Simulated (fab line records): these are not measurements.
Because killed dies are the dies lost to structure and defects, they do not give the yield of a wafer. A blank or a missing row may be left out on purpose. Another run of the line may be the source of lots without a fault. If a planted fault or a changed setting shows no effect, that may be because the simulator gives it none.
Matching of chambers / flow n5-finfet / 4 sister chambers for N5_BEOL_M12_TRENCH_ETCH_34 on rie-diel-02
The step etches SiOC in C4F8/O2/Ar, target depth 318.95 nm, time 125.5 s. 4 wafers are shown with their chamber, then 12 later ones without.

== WAFERS, EACH WITH ITS CHAMBER ==
wafer=L085.6; chamber=2; throttle-valve-pct (%)=24.54
wafer=L087.3; chamber=3; throttle-valve-pct (%)=24.05
wafer=L087.4; chamber=1; throttle-valve-pct (%)=24.44
wafer=L087.6; chamber=0; throttle-valve-pct (%)=24.19

== WAFERS WHOSE CHAMBER IS MISSING ==
wafer=L090.2; throttle-valve-pct (%)=24.53
wafer=L090.4; throttle-valve-pct (%)=24.18
wafer=L090.5; throttle-valve-pct (%)=24.53
wafer=L097.1; throttle-valve-pct (%)=24.23
wafer=L097.2; throttle-valve-pct (%)=24.09
wafer=L097.6; throttle-valve-pct (%)=24.08
wafer=L079.1; throttle-valve-pct (%)=24.07
wafer=L079.2; throttle-valve-pct (%)=24.20
wafer=L079.6; throttle-valve-pct (%)=24.21
wafer=L095.1; throttle-valve-pct (%)=24.21
wafer=L095.4; throttle-valve-pct (%)=24.22
wafer=L095.6; throttle-valve-pct (%)=24.08

== EACH ONE'S CHAMBER ==
wafer=L090.2; from the rows above=2; in truth=2
wafer=L090.4; from the rows above=0; in truth=0
wafer=L090.5; from the rows above=2; in truth=2
wafer=L097.1; from the rows above=0; in truth=0
wafer=L097.2; from the rows above=3; in truth=3
wafer=L097.6; from the rows above=3; in truth=3
wafer=L079.1; from the rows above=3; in truth=3
wafer=L079.2; from the rows above=0; in truth=0
wafer=L079.6; from the rows above=0; in truth=0
wafer=L095.1; from the rows above=0; in truth=0
wafer=L095.4; from the rows above=0; in truth=0
wafer=L095.6; from the rows above=3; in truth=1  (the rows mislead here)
Correctly placed: 11 of 12. Left unplaced by these rows: 0. Number placed wrongly: 1.
How it was worked out, from the rows above alone: a wafer's distance from a chamber is the root of the sum, over the readings, of the square of ((its reading less the chamber's mean) divided by the reading's scatter). The wafer belongs to the nearest chamber; if the next one is less than 2 further off, it can't be placed. A chamber's mean is the mean of its shown wafers. The scatter: with one shown wafer a chamber, the root of the mean of the squares of how far each hidden wafer lies from its nearest shown one.
